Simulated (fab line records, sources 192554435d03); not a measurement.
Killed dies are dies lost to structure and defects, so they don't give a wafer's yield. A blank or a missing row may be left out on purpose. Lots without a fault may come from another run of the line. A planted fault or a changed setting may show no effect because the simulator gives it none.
fab line records | flow n5_finfet
record lots=24 wafers=72 last_day=18
route steps=1938 shown FIN_SAQP@118 FIN_CUT@167 STI_FIN_REVEAL@183
lots that met no fault: from a run of the same line without faults
start_h: hours from the record's first day to the start of the lot's first wafer shown | wait_h: hours since the lot's step before | " the same as in the row above | L1.1+2: a row that stands for several wafers | - no value, or no start given | * or withheld: withheld | < > ~ a bound
route shown NAME@n: a module of which the file shows steps, and the number in the route of the first | usual: mean/standard deviation of fault-free wafers | same: alike in all rows | chamber/n: place in a boat | sites: the reading at each site | _std_site: their standard deviation | _edge_site: outer sites' mean less inner sites' | radius_mm: how far each site lies from the wafer's centre | mask NAME#n: copy n | behind: the tool/chamber that last shaped the wafer | hold: why the lot was held/for how many hours/how that ended | device: the transistor (n, p or np) that didn't switch | end of line: the same wafers' tests at the end of the route | a step without rows: its recipe alone | killed: dies lost to structure and defects at the first sort, not the wafer's yield | map: a wafer's dies, x killed, . not, _ none there
set.NAME: the setting as run; set.NAME@STEP: as run at that earlier step | model.NAME: the simulator's own value behind a step, which no gauge read
steps of the route over a sample of lots; a table a step, a row a wafer
services: from which hour (start_h, from the record's first day; less than 0 if before it) a tool's chamber was out of use, for how many hours, and why
## steps
# step N5_FIN_SAQP_HM_OPEN_73
# recipe chemistry=CHF3/O2 target=SiO2 stop_on=a-Si target_depth_a=120 over_etch_frac=1.8 mask_material=SOC time_s=16.8 pressure_mtorr=30 source_w=650 bias_w=170 Ar_flow_sccm=200 CHF3_flow_sccm=50 O2_flow_sccm=5 ion_energy_ev=200 ends=end_point
# usual drypump_motor_current_A=5.6/0.52 oes_product_au=0.45/0.044 rf_vpp_V=529/8.6 showerhead_plenum_p_Torr=2.39/0.069 throttle_valve_pct=18.87/0.25
# same over_etch_frac=1.8
# columns lot.wafer tool chamber start_h wait_h drypump_motor_current_A oes_product_au rf_hours_counter_h rf_vpp_V showerhead_plenum_p_Torr throttle_valve_pct
L074.2 rie_diel-04 0 21.58 0.0 5.0 0.44 198 531 2.37 18.87
L074.3 " 1 " " 6.0 0.46 140 540 2.52 19.15
L074.4 " 2 " " 5.1 0.44 209 525 2.38 18.88
L075.1 rie_diel-02 0 29.25 0.0 5.1 0.45 164 527 2.32 19.29
L075.4 " 1 " " 6.4 0.44 203 524 2.38 18.51
L075.6 " 1 " " 6.4 0.43 - 524 2.38 18.50
L076.2 rie_diel-04 2 35.02 0.0 5.1 0.44 213 524 2.38 18.88
L076.3 " 1 " " 6.0 0.46 145 539 2.52 19.16
L076.5 " 1 " " 6.0 0.46 - 539 2.52 19.15
L077.2 rie_diel-02 1 40.50 0.0 6.4 0.42 207 524 2.38 18.51
L077.4 " 2 " " 5.2 0.56 8 518 2.36 18.52
L077.5 " 3 " " 5.3 0.43 - 526 2.29 18.96
L078.2 rie_diel-04 1 47.06 0.0 6.0 0.46 149 541 2.52 19.17
L078.5 " 1 " " 6.0 0.46 - 539 2.52 19.16
L078.6 " 0 " " 5.0 0.43 - 533 2.37 18.90
L079.2 rie_diel-02 3 54.25 0.0 5.3 0.42 238 528 2.28 18.98
L079.4 " 0 " " 5.1 0.44 174 526 2.32 19.31
L079.6 " 0 " " 5.1 0.44 - 524 2.32 19.31
L080.4 rie_diel-02 0 58.82 0.0 5.1 0.44 176 525 2.32 19.30
L080.5 " 3 " " 5.3 0.43 - 528 2.28 18.98
L080.6 " 0 " " 5.1 0.45 - 525 2.32 19.32
L081.3 rie_diel-03 1 65.46 0.0 5.3 0.53 35 541 2.36 18.47
L081.5 " 3 " " 5.2 0.47 - 519 2.52 18.77
L081.6 " 1 " " 5.3 0.53 - 541 2.36 18.46
L082.1 rie_diel-02 1 71.43 0.0 6.4 0.43 217 525 2.38 18.52
L082.2 " 0 " " 5.1 0.44 179 525 2.31 19.33
L082.3 " 3 " " 5.3 0.42 243 528 2.28 18.97
L083.1 rie_diel-02 2 75.82 0.0 5.1 0.53 21 516 2.35 18.56
L083.3 " 1 " " 6.4 0.42 219 525 2.37 18.53
L083.4 " 3 " " 5.3 0.43 246 526 2.28 18.98
L084.3 rie_diel-04 2 83.37 0.0 5.0 0.43 230 523 2.37 18.90
L084.4 " 1 " " 6.0 0.45 160 539 2.51 19.20
L084.6 " 3 " " 6.2 0.42 - 526 2.37 18.79
L085.2 rie_diel-03 0 88.92 0.0 6.1 0.57 2 541 2.37 19.01
L085.4 " 1 " " 5.3 0.52 45 539 2.35 18.48
L085.6 " 0 " " 6.1 0.59 - 539 2.37 18.99
L086.1 rie_diel-04 0 94.25 0.0 4.9 0.43 225 531 2.36 18.94
L086.2 " 3 " " 6.2 0.43 232 524 2.37 18.81
L086.4 " 2 " " 5.1 0.43 234 524 2.37 18.91
L087.1 rie_diel-02 0 101.31 0.0 5.1 0.44 190 524 2.31 19.33
L087.3 " 1 " " 6.4 0.42 228 525 2.37 18.53
L087.6 " 1 " " 6.4 0.42 - 524 2.37 18.54
L088.2 rie_diel-04 1 106.74 0.0 6.0 0.44 167 539 2.51 19.19
L088.3 " 2 " " 5.1 0.43 238 524 2.37 18.91
L088.6 " 2 " " 5.1 0.43 - 524 2.37 18.92
L089.1 rie_diel-04 3 112.33 0.0 6.1 0.42 238 525 2.37 18.81
L089.2 " 1 " " 6.0 0.45 169 539 2.51 19.20
L089.3 " 2 " " 5.1 0.41 240 524 2.37 18.92
L090.1 rie_diel-03 1 117.95 0.0 5.3 0.52 54 539 2.35 18.49
L090.2 " 3 " " 5.1 0.45 122 518 2.52 18.81
L090.3 " 2 " " 5.8 0.44 196 549 2.38 18.79
L091.1 rie_diel-04 1 124.03 0.0 6.0 0.45 175 541 2.51 19.20
L091.2 " 0 " " 5.0 0.42 236 531 2.36 18.94
L091.6 " 1 " " 6.0 0.44 - 540 2.51 19.20
L092.4 rie_diel-03 0 129.99 0.0 6.1 0.55 - 539 2.37 19.03
L092.5 " 2 " " 5.9 0.44 - 549 2.38 18.77
L092.6 " 3 " " 5.2 0.47 - 519 2.52 18.80
L093.1 rie_diel-02 2 135.48 0.0 5.2 0.51 43 516 2.34 18.57
L093.5 " 2 " " 5.1 0.51 - 517 2.34 18.58
L093.6 " 1 " " 6.4 0.42 - 524 2.37 18.55
L094.3 rie_diel-04 1 142.03 0.0 6.0 0.44 181 540 2.50 19.21
L094.4 " 3 " " 6.2 0.42 - 524 2.36 18.84
L094.6 " 0 " " 5.0 0.41 - 531 2.36 18.97
L095.2 rie_diel-04 0 147.42 0.0 5.0 0.42 245 530 2.36 18.96
L095.3 " 1 " " 6.0 0.45 184 539 2.50 19.22
L095.6 " 1 " " 6.0 0.45 - 539 2.50 19.21
L096.1 rie_diel-02 2 154.64 0.0 5.1 0.51 50 516 2.34 18.60
L096.4 " 3 " " 5.3 0.55 19 535 2.56 18.62
L096.6 " 0 " " 5.1 0.43 - 524 2.30 19.35
L097.1 rie_diel-03 3 160.74 0.0 5.2 0.45 138 518 2.51 18.81
L097.2 " 2 " " 5.9 0.43 212 549 2.37 18.79
L097.4 " 1 " " 5.3 0.51 - 540 2.35 18.52
# step N5_FIN_SAQP_SPACER1_ALD_24
# recipe material=SiO2 target_thk_a=203 temp_c=300 ald_precursor_family=BDEAS ald_co_reactant=O2-plasma pulse_time_s=1 purge_time_s=2 co_reactant_purge_time_s=2 ald_cycles=218 pressure_torr=2
# usual heater_power_w=465/63 precursor_pulse_height_rel=1.001/0.021
# columns lot.wafer tool chamber start_h wait_h heater_power_w precursor_pulse_height_rel
L074.2 ald_sin-03 2 22.83 0.6 418 0.987
L074.3 " 0 " " 498 1.001
L074.4 " 1 " " 459 0.984
L075.1 ald_sin-03 2 30.14 0.3 427 1.002
L075.4 " 1 " " 467 1.018
L075.6 " 0 " " 499 0.975
L076.2 ald_sin-03 0 35.93 0.3 494 0.998
L076.3 " 3 " " 602 0.987
L076.5 " 0 " " 490 1.007
L077.2 ald_sin-03 3 41.39 0.3 607 1.003
L077.4 " 2 " " 417 1.021
L077.5 " 3 " " 602 0.987
L078.2 ald_sin-03 1 48.36 0.5 457 0.995
L078.5 " 3 " " 615 0.974
L078.6 " 2 " " 432 1.010
L079.2 ald_sin-03 2 56.51 1.6 427 1.026
L079.4 " 0 " " 487 0.993
L079.6 " 1 " " 457 1.003
L080.4 ald_sin-02 0 62.65 0.5 388 0.984
L080.5 " 3 " " 468 0.976
L080.6 " 2 " " 405 1.009
L081.3 ald_sin-03 2 66.35 0.1 421 0.996
L081.5 " 3 " " 606 1.001
L081.6 " 0 " " 489 1.004
L082.1 ald_sin-02 2 72.34 0.3 418 1.006
L082.2 " 1 " " 536 0.991
L082.3 " 3 " " 461 0.969
L083.1 ald_sin-02 2 76.71 0.3 425 0.958
L083.3 " 3 " " 473 0.985
L083.4 " 0 " " 395 0.991
L084.3 ald_sin-02 2 84.55 0.1 407 1.008
L084.4 " 0 " " 382 0.993
L084.6 " 2 " " 419 1.011
L085.2 ald_sin-02 3 89.85 0.3 467 0.958
L085.4 " 0 " " 377 1.009
L085.6 " 3 " " 474 0.991
L086.1 ald_sin-02 2 96.38 1.5 424 1.013
L086.2 " 3 " " 484 1.032
L086.4 " 0 " " 393 0.983
L087.1 ald_sin-02 1 102.28 0.3 520 1.004
L087.3 " 3 " " 468 1.008
L087.6 " 2 " " 422 0.952
L088.2 ald_sin-01 2 107.75 0.3 586 0.999
L088.3 " 0 " " 473 1.003
L088.6 " 3 " " 453 0.971
L089.1 ald_sin-02 0 114.44 1.4 385 0.990
L089.2 " 1 " " 519 0.987
L089.3 " 3 " " 467 0.979
L090.1 ald_sin-02 3 118.84 0.3 461 1.014
L090.2 " 0 " " 377 1.024
L090.3 " 1 " " 523 1.036
L091.1 ald_sin-02 0 124.92 0.3 383 1.002
L091.2 " 3 " " 458 1.008
L091.6 " 1 " " 522 0.978
L092.4 ald_sin-02 2 130.85 0.1 423 1.003
L092.5 " 1 " " 525 0.988
L092.6 " 2 " " 426 0.980
L093.1 ald_sin-02 2 136.53 0.4 410 1.014
L093.5 " 3 " " 459 0.969
L093.6 " 2 " " 425 0.998
L094.3 ald_sin-03 1 143.57 0.8 460 1.008
L094.4 " 2 " " 420 1.043
L094.6 " 1 " " 461 0.966
L095.2 ald_sin-03 1 148.47 0.4 457 0.969
L095.3 " 3 " " 600 1.008
L095.6 " 2 " " 423 0.999
L096.1 ald_sin-02 3 155.70 0.4 471 1.008
L096.4 " 2 " " 415 1.021
L096.6 " 2 " " 421 1.009
L097.1 ald_sin-02 0 161.65 0.3 388 0.988
L097.2 " 1 " " 526 0.994
L097.4 " 3 " " 470 1.028
# step N5_FIN_CUT_ETCH_30
# recipe chemistry=N2/H2 target=underlayer target_depth_a=130 mask_material=CAR-EUV time_s=10.4 ion_energy_ev=200 pressure_mtorr=30 source_w=840 bias_w=150 n2_flow_sccm=200 h2_flow_sccm=200 ends=cleared
# usual drypump_motor_current_A=5.59/0.28 etch_rf_on_time_s=10.45/0.27 oes_product_au=0.65/0.065 rf_vpp_V=524.8/1.8 showerhead_plenum_p_Torr=2.58/0.058 throttle_valve_pct=17.91/0.18
# columns lot.wafer tool chamber start_h wait_h drypump_motor_current_A etch_rf_on_time_s oes_product_au rf_hours_counter_h rf_vpp_V showerhead_plenum_p_Torr throttle_valve_pct
L074.2 rie_diel-01 2 27.10 0.0 5.26 10.13 0.61 181 524.1 2.53 17.79
L074.3 " 1 " " 5.98 10.43 0.63 183 526.4 2.65 18.35
L074.4 " 0 " " 6.07 10.67 0.58 222 524.9 2.63 18.33
L075.1 rie_diel-01 0 33.80 0.0 6.05 10.70 0.59 224 524.1 2.63 18.35
L075.4 " 1 " " 5.93 10.33 0.62 185 524.8 2.65 18.34
L075.6 " 3 " " 5.74 10.17 0.67 - 525.7 2.65 17.56
L076.2 rie_diel-06 2 39.47 0.0 5.57 10.59 0.63 147 523.4 2.55 17.93
L076.3 " 1 " " 5.27 10.58 0.59 226 526.9 2.61 17.80
L076.5 " 1 " " 5.28 10.69 0.59 - 526.1 2.61 17.80
L077.2 rie_diel-05 2 45.33 0.0 5.55 10.23 0.80 12 526.5 2.61 17.93
L077.4 " 3 " " 5.54 10.41 0.62 177 523.7 2.51 17.86
L077.5 " 1 " " 5.28 10.02 0.75 - 525.9 2.60 17.67
L078.2 rie_diel-06 0 52.12 0.0 5.84 10.86 0.65 129 529.1 2.66 17.91
L078.5 " 1 " " 5.26 10.63 0.58 - 526.6 2.61 17.80
L078.6 " 0 " " 5.83 10.82 0.64 - 526.6 2.66 17.90
L079.2 rie_diel-01 3 60.33 0.0 5.74 10.38 0.67 157 526.9 2.65 17.56
L079.4 " 0 " " 6.11 10.64 0.58 230 526.5 2.63 18.35
L079.6 " 0 " " 6.10 10.73 0.58 - 525.3 2.63 18.36
L080.4 rie_diel-06 3 65.81 0.0 5.25 10.10 0.77 34 523.1 2.50 17.89
L080.5 " 3 " " 5.31 10.12 0.77 - 521.2 2.50 17.89
L080.6 " 2 " " 5.58 10.73 0.62 - 523.7 2.55 17.90
L081.3 rie_diel-06 2 71.61 0.0 5.56 10.64 0.63 157 524.8 2.55 17.91
L081.5 " 1 " " 5.29 10.73 0.58 - 526.3 2.61 17.83
L081.6 " 2 " " 5.56 10.58 0.64 - 524.5 2.55 17.93
L082.1 rie_diel-06 3 76.14 0.0 5.35 10.09 0.77 38 521.6 2.50 17.92
L082.2 " 0 " " 5.85 10.82 0.63 137 527.0 2.66 17.92
L082.3 " 2 " " 5.57 10.59 0.63 158 522.7 2.55 17.92
L083.1 rie_diel-06 0 81.27 0.0 5.85 10.79 0.64 139 526.2 2.66 17.93
L083.3 " 1 " " 5.29 10.52 0.58 239 523.8 2.60 17.83
L083.4 " 2 " " 5.57 10.56 0.62 160 523.9 2.54 17.94
L084.3 rie_diel-06 3 89.30 0.0 5.27 10.12 0.76 42 522.2 2.50 17.92
L084.4 " 2 " " 5.55 10.63 0.62 162 522.6 2.54 17.93
L084.6 " 3 " " 5.27 10.17 0.76 - 521.5 2.50 17.93
L085.2 rie_diel-05 3 93.72 0.0 5.56 10.25 0.62 192 524.9 2.51 17.90
L085.4 " 2 " " 5.57 10.22 0.77 27 524.6 2.61 17.94
L085.6 " 3 " " 5.56 10.35 0.62 - 522.9 2.51 17.89
L086.1 rie_diel-06 1 101.09 0.0 5.27 10.64 0.58 245 525.8 2.60 17.82
L086.2 " 0 " " 5.84 11.03 0.63 145 527.1 2.65 17.92
L086.4 " 3 " " 5.23 10.29 0.75 46 523.6 2.50 17.91
L087.1 rie_diel-06 2 106.22 0.0 5.55 10.61 0.62 167 524.6 2.54 17.94
L087.3 " 0 " " 5.85 11.01 0.63 146 527.0 2.65 17.93
L087.6 " 3 " " 5.31 10.12 0.75 - 522.2 2.50 17.93
L088.2 rie_diel-01 3 111.48 0.0 5.78 10.12 0.66 173 525.8 2.64 17.59
L088.3 " 0 " " 6.12 10.60 0.57 245 526.4 2.62 18.37
L088.6 " 1 " " 5.95 10.20 0.62 - 525.1 2.64 18.38
L089.1 rie_diel-06 2 118.67 0.0 5.56 10.59 0.62 171 523.4 2.54 17.94
L089.2 " 1 " " 5.29 10.66 0.57 251 524.8 2.60 17.84
L089.3 " 3 " " 5.35 10.13 0.74 50 521.0 2.49 17.93
L090.1 rie_diel-06 3 122.91 0.0 5.32 10.07 0.74 52 520.7 2.49 17.93
L090.2 " 1 " " 5.28 10.74 0.57 252 526.1 2.60 17.83
L090.3 " 2 " " 5.56 10.58 0.61 173 523.4 2.54 17.94
L091.1 rie_diel-06 3 128.99 0.0 5.26 10.13 0.75 53 523.6 2.49 17.93
L091.2 " 1 " " 5.28 10.60 0.57 254 526.0 2.60 17.83
L091.6 " 3 " " 5.25 10.08 0.74 - 520.9 2.49 17.95
L092.4 rie_diel-05 1 134.40 0.0 5.27 10.14 0.72 74 524.5 2.59 17.71
L092.5 " 0 " " 6.04 10.18 0.65 - 527.7 2.65 17.80
L092.6 " 3 " " 5.55 10.59 0.60 - 525.0 2.50 17.90
L093.1 rie_diel-05 0 140.47 0.0 6.04 10.21 0.66 155 526.9 2.65 17.80
L093.5 " 3 " " 5.57 10.49 0.60 - 523.1 2.50 17.89
L093.6 " 2 " " 5.56 10.38 0.74 - 525.7 2.60 17.98
L094.3 rie_diel-06 3 147.75 0.0 5.32 10.10 0.74 61 523.6 2.49 17.93
L094.4 " 3 " " 5.31 10.17 0.74 - 521.6 2.49 17.95
L094.6 " 2 " " 5.58 10.57 0.61 - 523.8 2.53 17.98
L095.2 rie_diel-05 1 152.69 0.0 5.31 10.12 0.72 78 526.2 2.59 17.73
L095.3 " 2 " " 5.57 10.30 0.74 43 524.7 2.60 18.00
L095.6 " 0 " " 6.02 10.26 0.65 - 524.6 2.65 17.80
L096.1 rie_diel-01 1 159.33 0.0 5.95 10.42 0.60 223 524.9 2.63 18.42
L096.4 " 1 " " 5.96 10.37 0.61 - 526.0 2.63 18.40
L096.6 " 2 " " 5.28 10.45 0.59 - 524.0 2.51 17.83
L097.1 rie_diel-05 1 165.59 0.0 5.25 10.05 0.71 82 525.0 2.59 17.72
L097.2 " 3 " " 5.55 10.32 0.60 211 522.5 2.50 17.90
L097.4 " 0 " " 6.01 10.12 0.64 162 527.2 2.65 17.80
# step N5_FIN_CUT_PRECLEAN_35
# recipe time_s=13.3 temp_c=45 pressure_torr=125 p_hf_torr=3 p_coreactant_torr=25 chemistry=vHF
# usual drypump_motor_current_A=5.7/0.74
# columns lot.wafer tool chamber start_h wait_h drypump_motor_current_A
L074.2 vapor_etch-02 0 27.62 0.0 4.9
L074.3 " 0 " " 4.8
L074.4 " 1 " " 6.3
L075.1 vapor_etch-01 1 34.63 0.4 6.4
L075.4 " 0 " " 5.0
L075.6 " 1 " " 6.5
L076.2 vapor_etch-02 0 39.99 0.0 4.8
L076.3 " 1 " " 6.3
L076.5 " 0 " " 4.8
L077.2 vapor_etch-02 0 45.84 0.0 4.9
L077.4 " 0 " " 4.8
L077.5 " 1 " " 6.3
L078.2 vapor_etch-01 1 52.64 0.0 6.5
L078.5 " 0 " " 5.0
L078.6 " 1 " " 6.4
L079.2 vapor_etch-02 0 60.85 0.0 4.8
L079.4 " 0 " " 4.8
L079.6 " 1 " " 6.3
L080.4 vapor_etch-02 0 66.34 0.1 4.8
L080.5 " 0 " " 4.8
L080.6 " 1 " " 6.3
L081.3 vapor_etch-02 1 72.15 0.1 6.3
L081.5 " 1 " " 6.3
L081.6 " 0 " " 4.8
L082.1 vapor_etch-02 0 76.69 0.1 4.8
L082.2 " 1 " " 6.3
L082.3 " 0 " " 4.8
L083.1 vapor_etch-02 0 81.78 0.0 4.8
L083.3 " 1 " " 6.3
L083.4 " 0 " " 4.8
L084.3 vapor_etch-02 0 89.84 0.1 4.8
L084.4 " 1 " " 6.3
L084.6 " 0 " " 4.8
L085.2 vapor_etch-01 1 94.24 0.0 6.5
L085.4 " 0 " " 5.0
L085.6 " 1 " " 6.5
L086.1 vapor_etch-02 1 101.61 0.0 6.3
L086.2 " 0 " " 4.8
L086.4 " 1 " " 6.3
L087.1 vapor_etch-01 1 106.74 0.0 6.5
L087.3 " 0 " " 5.0
L087.6 " 1 " " 6.5
L088.2 vapor_etch-02 1 112.00 0.0 6.3
L088.3 " 0 " " 4.8
L088.6 " 1 " " 6.3
L089.1 vapor_etch-01 1 119.19 0.0 6.5
L089.2 " 1 " " 6.5
L089.3 " 1 " " 6.5
L090.1 vapor_etch-01 0 123.43 0.0 5.0
L090.2 " 1 " " 6.5
L090.3 " 0 " " 5.0
L091.1 vapor_etch-01 1 129.50 0.0 6.4
L091.2 " 0 " " 5.0
L091.6 " 1 " " 6.5
L092.4 vapor_etch-02 0 134.94 0.1 4.8
L092.5 " 0 " " 4.8
L092.6 " 1 " " 6.3
L093.1 vapor_etch-01 1 140.99 0.0 6.5
L093.5 " 1 " " 6.4
L093.6 " 0 " " 5.0
L094.3 vapor_etch-01 1 148.36 0.1 6.5
L094.4 " 0 " " 5.0
L094.6 " 0 " " 5.0
L095.2 vapor_etch-01 1 153.21 0.0 6.4
L095.3 " 0 " " 5.0
L095.6 " 1 " " 6.4
L096.1 vapor_etch-02 1 159.84 0.0 6.3
L096.4 " 0 " " 4.8
L096.6 " 1 " " 6.3
L097.1 vapor_etch-01 0 166.10 0.0 5.0
L097.2 " 1 " " 6.5
L097.4 " 1 " " 6.5
# step N5_STI_FIN_REVEAL_ALD_00
# recipe material=SiO2 target_thk_a=10 temp_c=300 ald_precursor_family=BDEAS ald_co_reactant=O2-plasma pulse_time_s=1 pressure_torr=2
# usual heater_power_w=482/56 precursor_pulse_height_rel=0.998/0.021
# columns lot.wafer tool chamber start_h wait_h heater_power_w precursor_pulse_height_rel
L074.2 ald_sin-04 2 28.05 0.0 515 1.033
L074.3 " 1 " " 457 1.026
L074.4 " 3 " " 423 1.016
L075.1 ald_sin-04 2 35.10 0.1 541 0.989
L075.4 " 3 " " 429 1.014
L075.6 " 1 " " 443 0.987
L076.2 ald_sin-02 0 40.39 0.0 381 0.991
L076.3 " 1 " " 511 0.971
L076.5 " 3 " " 468 0.995
L077.2 ald_sin-04 1 46.25 0.0 438 0.968
L077.4 " 0 " " 510 0.982
L077.5 " 2 " " 528 0.982
L078.2 ald_sin-02 2 53.12 0.1 415 0.968
L078.5 " 1 " " 522 0.958
L078.6 " 0 " " 380 0.971
L079.2 ald_sin-04 2 61.28 0.0 539 0.979
L079.4 " 1 " " 437 0.982
L079.6 " 2 " " 528 1.003
L080.4 ald_sin-04 2 66.72 0.0 528 1.000
L080.5 " 2 " " 523 0.978
L080.6 " 1 " " 440 1.011
L081.3 ald_sin-01 1 72.58 0.1 537 1.001
L081.5 " 2 " " 610 1.018
L081.6 " 1 " " 541 0.985
L082.1 ald_sin-01 1 77.19 0.1 532 0.999
L082.2 " 0 " " 445 0.957
L082.3 " 3 " " 463 0.991
L083.1 ald_sin-01 1 83.16 1.0 545 1.007
L083.3 " 3 " " 473 0.993
L083.4 " 0 " " 475 1.000
L084.3 ald_sin-04 1 90.23 0.0 458 0.996
L084.4 " 0 " " 502 1.008
L084.6 " 0 " " 502 0.967
L085.2 ald_sin-04 1 95.67 1.1 449 1.023
L085.4 " 0 " " 510 1.002
L085.6 " 0 " " 503 0.985
L086.1 ald_sin-02 2 102.01 0.0 420 0.975
L086.2 " 1 " " 519 1.005
L086.4 " 0 " " 388 1.030
L087.1 ald_sin-01 3 107.14 0.0 441 0.993
L087.3 " 0 " " 471 1.010
L087.6 " 0 " " 473 0.995
L088.2 ald_sin-04 0 113.07 0.7 518 0.986
L088.3 " 2 " " 517 1.035
L088.6 " 0 " " 506 0.980
L089.1 ald_sin-01 0 119.65 0.0 469 1.015
L089.2 " 3 " " 463 1.043
L089.3 " 1 " " 508 1.009
L090.1 ald_sin-01 0 123.83 0.0 467 0.990
L090.2 " 3 " " 438 0.998
L090.3 " 1 " " 514 1.012
L091.1 ald_sin-02 2 130.14 0.0 420 1.020
L091.2 " 0 " " 389 0.967
L091.6 " 1 " " 538 0.981
L092.4 ald_sin-01 2 135.39 0.0 588 1.012
L092.5 " 1 " " 508 1.016
L092.6 " 2 " " 606 1.017
L093.1 ald_sin-02 0 142.36 1.0 375 1.005
L093.5 " 1 " " 533 1.020
L093.6 " 0 " " 390 0.986
L094.3 ald_sin-04 0 148.74 0.0 496 1.006
L094.4 " 3 " " 436 0.985
L094.6 " 3 " " 421 0.996
L095.2 ald_sin-02 0 153.62 0.0 380 0.981
L095.3 " 2 " " 414 0.985
L095.6 " 3 " " 478 0.965
L096.1 ald_sin-04 0 160.50 0.0 511 1.018
L096.4 " 0 " " 508 1.016
L096.6 " 2 " " 532 0.988
L097.1 ald_sin-01 1 166.51 0.0 503 0.992
L097.2 " 0 " " 470 1.018
L097.4 " 2 " " 595 0.988
# step N5_STI_FIN_REVEAL_OXIDATION_31
# recipe chemistry=O2_PLASMA_REMOTE temp_c=150 time_s=20 pressure_mtorr=1000 source_power_w=2000 o2_flow_sccm=3000
# usual drypump_motor_current_A=5.6/0.36 heater_power_w=161/8.9
# columns lot.wafer tool chamber start_h wait_h drypump_motor_current_A heater_power_w rf_hours_counter_h
L074.2 plasma_asher-01 1 36.27 0.0 6.2 178 74
L074.3 " 1 " " 6.2 176 -
L074.4 " 0 " " 5.1 156 -
L075.1 plasma_asher-01 0 43.84 0.0 5.1 152 76
L075.4 " 0 " " 5.1 156 -
L075.6 " 0 " " 5.1 152 -
L076.2 plasma_asher-02 1 48.41 0.0 5.4 155 33
L076.3 " 0 " " 5.6 164 -
L076.5 " 1 " " 5.4 156 -
L077.2 plasma_asher-01 1 54.87 0.0 6.2 179 78
L077.4 " 0 " " 5.1 151 -
L077.5 " 0 " " 5.1 155 -
L078.2 plasma_asher-01 0 61.29 0.0 5.1 150 80
L078.5 " 1 " " 6.2 178 -
L078.6 " 0 " " 5.1 155 -
L079.2 plasma_asher-02 0 69.31 0.0 5.7 162 35
L079.4 " 0 " " 5.7 159 -
L079.6 " 0 " " 5.7 167 -
L080.4 plasma_asher-02 1 75.38 0.1 5.4 155 -
L080.5 " 0 " " 5.6 161 -
L080.6 " 1 " " 5.4 154 -
L081.3 plasma_asher-01 1 81.31 0.1 6.1 176 -
L081.5 " 0 " " 5.1 152 -
L081.6 " 1 " " 6.1 175 -
L082.1 plasma_asher-02 0 85.31 0.0 5.6 161 39
L082.2 " 1 " " 5.4 156 39
L082.3 " 0 " " 5.6 163 -
L083.1 plasma_asher-02 1 91.30 0.0 5.4 158 41
L083.3 " 1 " " 5.4 155 -
L083.4 " 0 " " 5.6 164 -
L084.3 plasma_asher-01 0 98.28 0.1 5.1 157 -
L084.4 " 1 " " 6.1 174 -
L084.6 " 0 " " 5.1 151 -
L085.2 plasma_asher-02 1 103.69 0.0 5.4 153 43
L085.4 " 0 " " 5.7 165 -
L085.6 " 0 " " 5.6 164 -
L086.1 plasma_asher-02 0 110.29 0.0 5.7 165 45
L086.2 " 1 " " 5.4 154 45
L086.4 " 1 " " 5.4 154 -
L087.1 plasma_asher-02 0 115.38 0.0 5.6 164 45
L087.3 " 1 " " 5.4 157 -
L087.6 " 1 " " 5.4 156 -
L088.2 plasma_asher-02 0 121.13 0.0 5.6 161 47
L088.3 " 0 " " 5.6 163 -
L088.6 " 1 " " 5.4 153 -
L089.1 plasma_asher-01 0 127.77 0.0 5.1 154 92
L089.2 " 1 " " 6.2 175 92
L089.3 " 0 " " 5.1 152 -
L090.1 plasma_asher-02 0 131.99 0.0 5.6 160 49
L090.2 " 1 " " 5.4 155 49
L090.3 " 0 " " 5.6 164 -
L091.1 plasma_asher-02 1 138.35 0.0 5.4 158 49
L091.2 " 0 " " 5.7 166 49
L091.6 " 0 " " 5.6 164 -
L092.4 plasma_asher-01 1 143.85 0.0 6.1 173 -
L092.5 " 1 " " 6.1 172 -
L092.6 " 0 " " 5.1 154 -
L093.1 plasma_asher-01 0 150.41 0.0 5.1 157 97
L093.5 " 0 " " 5.1 156 -
L093.6 " 1 " " 6.1 178 -
L094.3 plasma_asher-01 0 157.22 0.1 5.1 154 -
L094.4 " 1 " " 6.1 179 -
L094.6 " 0 " " 5.1 154 -
L095.2 plasma_asher-02 1 161.71 0.0 5.4 153 55
L095.3 " 1 " " 5.4 157 -
L095.6 " 1 " " 5.4 157 -
L096.1 plasma_asher-02 1 169.22 0.0 5.4 156 56
L096.4 " 0 " " 5.6 163 -
L096.6 " 1 " " 5.4 153 -
L097.1 plasma_asher-02 1 174.68 0.0 5.4 155 57
L097.2 " 0 " " 5.7 162 57
L097.4 " 1 " " 5.4 156 -
## services
# columns tool chamber start_h hours kind
rie_diel-02 1 3.75 3.2 repair
ald_sin-02 0 9.60 - clean
ald_sin-02 1 9.60 - clean
ald_sin-02 2 9.60 - clean
ald_sin-02 3 9.60 - clean
rie_diel-01 0 35.29 4.0 repair
ald_sin-01 - 50.80 6.6 repair
ald_sin-02 1 60.81 2.9 repair
rie_diel-03 0 63.04 1.6 repair
plasma_asher-02 - 63.86 1.7 repair
rie_diel-05 1 73.51 5.2 repair
vapor_etch-01 - 76.51 0.5 repair
plasma_asher-02 - 78.70 2.8 pm
ald_sin-01 - 85.29 14.0 pm
plasma_asher-01 - 85.79 3.2 repair
vapor_etch-02 - 91.46 0.4 repair
vapor_etch-01 0 111.36 10.3 repair
rie_diel-03 1 129.58 13.2 repair
rie_diel-06 1 130.63 9.8 repair
rie_diel-06 1 140.64 - clean
rie_diel-06 1 140.64 - consumable_replace:focus_ring
ald_sin-01 3 141.04 5.9 repair
rie_diel-06 2 149.71 12.8 repair
rie_diel-01 3 157.99 1.5 repair
## key
fault none
